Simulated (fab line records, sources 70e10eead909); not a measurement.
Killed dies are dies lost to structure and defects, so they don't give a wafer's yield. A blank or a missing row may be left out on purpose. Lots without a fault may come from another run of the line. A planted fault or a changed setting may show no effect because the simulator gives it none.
One fault seen from 3 desks | flow nand_harc | each desk has only its own numbers; what lay behind them comes last

THE TOOL OWNER'S DESK: litho_track-06
The tool's own readings at NHARC_P_M0_PEB_07 (peb time 65 s): means of the sampled wafers that have a number, for each lot that ran on this tool. A lot is out of limits, marked OUT, if its mean lies more than 4 standard deviations from the usual mean; the brackets give that distance.
Columns: A = heater_power_total_W at NHARC_P_M0_PEB_07, usual 156.6 W
lot  | first seen here | A
L734 | day 7 00:23     | 156.9
L735 | day 7 01:03     | 156.8
L736 | day 7 05:20     | 161.5 (+11) OUT
L737 | day 7 06:33     | 161.9 (+12) OUT
This desk's finding: out of limits on L736, L737; first on L736, day 7 05:20 (heater_power_total_W at NHARC_P_M0_PEB_07). In limits: L734, L735.

THE METROLOGY DESK
What the gauges read, lot by lot, whatever tool the lot ran on: means of the sampled wafers that have a number. A lot is out of limits, marked OUT, if its mean lies more than 4 standard deviations from the usual mean; the brackets give that distance.
Columns: A = cd_nm at NHARC_P_M0_CD_MEAS_09, usual 89.6 nm; B = cd_nm at NHARC_P_M0_CD_MEAS_16, usual 89.6 nm
lot  | first seen here | A               | B
L731 | day 5 22:23     | 89.6            | 89.3
L734 | day 7 00:28     | 89.5            | 89.3
L735 | day 7 01:08     | 89.8            | 89.9
L736 | day 7 05:25     | 87.4 (-4.4) OUT | 87.8
L737 | day 7 06:38     | 87.6            | 87.4
L738 | day 7 15:27     | 88.9            | 88.9
L746 | day 9 23:13     | 89.7            | 89.1
L750 | day 10 14:20    | 89.8            | 89.2
L752 | day 10 18:33    | 89.2            | 88.7
L751 | day 10 18:54    | 89.0            | 89.1
L754 | day 11 22:29    | 89.6            | 89.3
This desk's finding: out of limits on L736; first on L736, day 7 05:25 (cd_nm at NHARC_P_M0_CD_MEAS_09). In limits: L731, L734, L735, L737, L738, L746, L750, L752, L751, L754.

THE DEFECT DESK
What the inspections along the route counted, lot by lot: means of the sampled wafers that have a number. A lot is out of limits, marked OUT, if its mean lies more than 4 standard deviations from the usual mean; the brackets give that distance.
Columns: A = raw_defect_count at NHARC_P_CONTACT_INSPECT_14, usual 3.4
lot  | first seen here | A
L731 | day 5 15:03     | 4.0
L734 | day 6 18:58     | 4.0
L735 | day 6 20:07     | 3.3
L736 | day 7 01:27     | 3.3
L737 | day 7 02:19     | 3.3
L738 | day 7 08:52     | 4.0
L746 | day 9 10:31     | 3.0
L750 | day 10 09:51    | 2.7
L752 | day 10 14:07    | 3.7
L751 | day 10 14:32    | 2.7
L754 | day 11 13:36    | 2.7
This desk's finding: nothing out of limits on any of the 11 lots.

PUT TOGETHER
The tool owner's desk could have raised an alarm at day 7 05:20, on L736, L737.
The metrology desk could have raised an alarm at day 7 05:25, on L736.
The defect desk saw nothing out of limits.
The metrology desk has L737 on record, within its limits.
The defect desk has L736, L737 on record, within its limits.
Of the lots named, all ran NHARC_P_M0_PEB_07 on litho_track-06.

WHAT THE SIMULATOR HAD PUT IN
Process parameter drift: litho_track-06, from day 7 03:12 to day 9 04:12, at NHARC_P_M0_PEB_07. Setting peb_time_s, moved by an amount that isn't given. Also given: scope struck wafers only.
Lots struck among those shown: L736, L737.
Hours from the fault's start to each desk's first reading out of limits: the tool owner's desk, 2; the metrology desk, 2.
